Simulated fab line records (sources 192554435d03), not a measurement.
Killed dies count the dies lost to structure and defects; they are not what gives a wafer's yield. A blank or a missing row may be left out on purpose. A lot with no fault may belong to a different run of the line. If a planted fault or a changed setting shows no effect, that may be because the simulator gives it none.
Lot-split experiment / flow n5-finfet / 21 wafers read from 7 lots, route of 1938 steps

== ON THE SPLIT ==
At N5_BEOL_M7_ILD_DEP_00 (deposits SiCOH lowk from DEMS/porogen, target thk 179.75 nm, time 33.4 s), the setting time-s was moved away from the recipe's 33.4 s on 10 of the 21 wafers read, by -13.4% to +11.8%. All remaining wafers had this setting at the recipe value.

== FROM SPLIT TO READING: 1 step shown by the file between the two ==
- N5_BEOL_M7_CURE_74: cures SiCOH lowk, time 240 s

== THE READING ==
M7_ILD_THK, in nm, at N5_BEOL_M7_THK_MEAS_01. On this fab line, fault-free wafers typically give 154.2 nm with a standard deviation of 1.9 nm.

wafer=L076.1; tool, chamber at the split=pecvd-03, 1; time-s as run, s=29.5; against the recipe=-11.7%; M7_ILD_THK, nm=132.9; against lot-mates on the recipe=-23.1
wafer=L076.4; tool, chamber at the split=pecvd-03, 0; time-s as run, s=29.5; against the recipe=-11.7%; M7_ILD_THK, nm=137.4; against lot-mates on the recipe=-18.6
wafer=L076.5; tool, chamber at the split=pecvd-03, 1; time-s as run, s=33.4; against the recipe=recipe; M7_ILD_THK, nm=156.0; against lot-mates on the recipe=-
wafer=L079.3; tool, chamber at the split=pecvd-03, 0; time-s as run, s=30.15; against the recipe=-9.7%; M7_ILD_THK, nm=139.9; against lot-mates on the recipe=-13.7
wafer=L079.4; tool, chamber at the split=pecvd-03, 1; time-s as run, s=33.4; against the recipe=recipe; M7_ILD_THK, nm=153.3; against lot-mates on the recipe=-
wafer=L079.6; tool, chamber at the split=pecvd-03, 0; time-s as run, s=33.4; against the recipe=recipe; M7_ILD_THK, nm=153.8; against lot-mates on the recipe=-
wafer=L080.4; tool, chamber at the split=pecvd-02, 2; time-s as run, s=33.4; against the recipe=recipe; M7_ILD_THK, nm=157.6; against lot-mates on the recipe=-
wafer=L080.5; tool, chamber at the split=pecvd-02, 0; time-s as run, s=33.4; against the recipe=recipe; M7_ILD_THK, nm=157.3; against lot-mates on the recipe=-
wafer=L080.6; tool, chamber at the split=pecvd-02, 1; time-s as run, s=33.4; against the recipe=recipe; M7_ILD_THK, nm=155.5; against lot-mates on the recipe=-
wafer=L084.1; tool, chamber at the split=pecvd-02, 1; time-s as run, s=37.34; against the recipe=+11.8%; M7_ILD_THK, nm=169.7; against lot-mates on the recipe=+14.8
wafer=L084.4; tool, chamber at the split=pecvd-02, 0; time-s as run, s=33.4; against the recipe=recipe; M7_ILD_THK, nm=154.9; against lot-mates on the recipe=-
wafer=L084.5; tool, chamber at the split=pecvd-02, 1; time-s as run, s=37.34; against the recipe=+11.8%; M7_ILD_THK, nm=171.4; against lot-mates on the recipe=+16.5
wafer=L090.1; tool, chamber at the split=pecvd-01, 1; time-s as run, s=28.93; against the recipe=-13.4%; M7_ILD_THK, nm=133.5; against lot-mates on the recipe=-22.1
wafer=L090.2; tool, chamber at the split=pecvd-01, 0; time-s as run, s=33.4; against the recipe=recipe; M7_ILD_THK, nm=154.6; against lot-mates on the recipe=-
wafer=L090.4; tool, chamber at the split=pecvd-01, 2; time-s as run, s=33.4; against the recipe=recipe; M7_ILD_THK, nm=156.5; against lot-mates on the recipe=-
wafer=L095.1; tool, chamber at the split=pecvd-02, 2; time-s as run, s=29.14; against the recipe=-12.8%; M7_ILD_THK, nm=134.0; against lot-mates on the recipe=-17.3
wafer=L095.2; tool, chamber at the split=pecvd-02, 0; time-s as run, s=33.4; against the recipe=recipe; M7_ILD_THK, nm=151.3; against lot-mates on the recipe=-
wafer=L095.4; tool, chamber at the split=pecvd-02, 0; time-s as run, s=29.14; against the recipe=-12.8%; M7_ILD_THK, nm=133.0; against lot-mates on the recipe=-18.3
wafer=L097.1; tool, chamber at the split=pecvd-03, 0; time-s as run, s=31.79; against the recipe=-4.8%; M7_ILD_THK, nm=145.2; against lot-mates on the recipe=-10.4
wafer=L097.5; tool, chamber at the split=pecvd-03, 0; time-s as run, s=31.79; against the recipe=-4.8%; M7_ILD_THK, nm=145.0; against lot-mates on the recipe=-10.6
wafer=L097.6; tool, chamber at the split=pecvd-03, 1; time-s as run, s=33.4; against the recipe=recipe; M7_ILD_THK, nm=155.6; against lot-mates on the recipe=-

THE FIT
A straight line over all 21 wafers: M7_ILD_THK changes by +1.56 nm for each +1% of time-s; r = +0.99; the points scatter about the line by 2 nm.
The same after taking each lot's own level away (the mean of its wafers on the recipe; 21 wafers): +1.5 nm for each +1%; r = +0.99; scatter 1.9 nm.
The reading moves by 20 nm for the largest change in time-s, on that fit.
Measured against the standard deviation above, the lots' own levels, which go from 151.30 to 156.80 nm, span 2.9 times it.
So the lot-to-lot level changes the slope little: the two slopes agree.
Check: with one of the wafers moved furthest among these (-13.4%) left out of the fit, the line predicts -20.6 nm for it against its lot-mates. Against them it came out at -22.1 nm.

== OTHER SPLITS ON THESE WAFERS ==
Before the reading, these wafers also passed through other splits. Each is held against what the fit with the lots' levels taken away leaves over:
other split on the same wafers=N5_BEOL_M4_COAT_67 spin-rpm; wafers away from the commonest value=4; r with M7_ILD_THK (lot level and that fit taken away)=-0.14
other split on the same wafers=N5_BEOL_M5_COAT_71 spin-rpm; wafers away from the commonest value=8; r with M7_ILD_THK (lot level and that fit taken away)=-0.07
other split on the same wafers=N5_BEOL_M5_ETCH_72 bias-w; wafers away from the commonest value=12; r with M7_ILD_THK (lot level and that fit taken away)=+0.12

== THE WHOLE CHAIN: every reading that the file lists as answering this split, in the file's order ==
step=N5_BEOL_M7_ILD_DEP_00; what it does=deposits SiCOH lowk from DEMS/porogen, target thk 179.75 nm, time 33.4 s; reading=SiCOH_lowk_of_BEOL_M7_ILD_DEP_00.thk-nm (the simulator's own value, which no gauge read); change (the file's fit)=+1.77 nm for each +1% of the setting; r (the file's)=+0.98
step=N5_BEOL_M7_CURE_74; what it does=cures SiCOH lowk, time 240 s; reading=SiCOH_lowk_of_BEOL_M7_ILD_DEP_00.thk-nm (the simulator's own value, which no gauge read); change (the file's fit)=+1.55 nm for each +1% of the setting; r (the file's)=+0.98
step=N5_BEOL_M7_THK_MEAS_01; what it does=; reading=M7_ILD_THK; change (the file's fit)=+1.54 for each +1% of the setting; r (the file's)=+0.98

== THE FILE'S OWN FIT ==
M7_ILD_THK changes by +1.54 nm for each +1% of time-s, r = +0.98.
